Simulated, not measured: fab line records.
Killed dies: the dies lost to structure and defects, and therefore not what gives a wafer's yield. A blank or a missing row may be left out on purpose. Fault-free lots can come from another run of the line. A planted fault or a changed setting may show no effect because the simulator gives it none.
Which tool did it? + flow nandHarc + route of 1302 steps, sampled at 1 step: 6 lots, 18 wafers

## WHAT THE GAUGES SHOWED, per wafer
NHARC_A_M0_CD_MEAS_09: target cd 80 nm.
| lot  | measured     | on       | cdNm (nm)      |
|------|--------------|----------|----------------|
| L444 | day 24 08:28 | cdSem-03 | 79.5 80.7 80.3 |
| L447 | day 25 23:50 | cdSem-02 | 80.1 80.1 79.6 |
| L449 | day 26 13:16 | cdSem-01 | 78.9 78.9 80.1 |
| L453 | day 27 11:40 | cdSem-01 | 80.2 80.4 80.3 |
| L454 | day 29 19:40 | cdSem-02 | 79.0 79.6 80.5 |
| L462 | day 31 18:09 | cdSem-01 | 80.1 80.2 79.8 |

## EACH LOT AND THE TOOL THAT RAN IT (in order: tool; ch and the chambers of the sampled wafers; start)
No process step before these readings appears in the record.

## THE ANSWER, worked out from the rows above alone
Rule: the lots themselves supply what counts as usual. The widest of any qualifying gaps counts: lots, ordered by their means at a reading, are off when they make up no more than a third of the lots, leave a main group of 4 or more, and stand apart from it by 3 or more times the standard deviation of that group's means. Not used: any main group whose means are identical at the precision the tables above print for the reading. Also off: a lot with no number at a reading for which 4 or more lots have one. Any other lot the step has rows for is counted as sound.
Across all readings shown, no lot is off: no conclusion can be drawn from this.

## WHAT THE SIMULATOR HAD PUT IN
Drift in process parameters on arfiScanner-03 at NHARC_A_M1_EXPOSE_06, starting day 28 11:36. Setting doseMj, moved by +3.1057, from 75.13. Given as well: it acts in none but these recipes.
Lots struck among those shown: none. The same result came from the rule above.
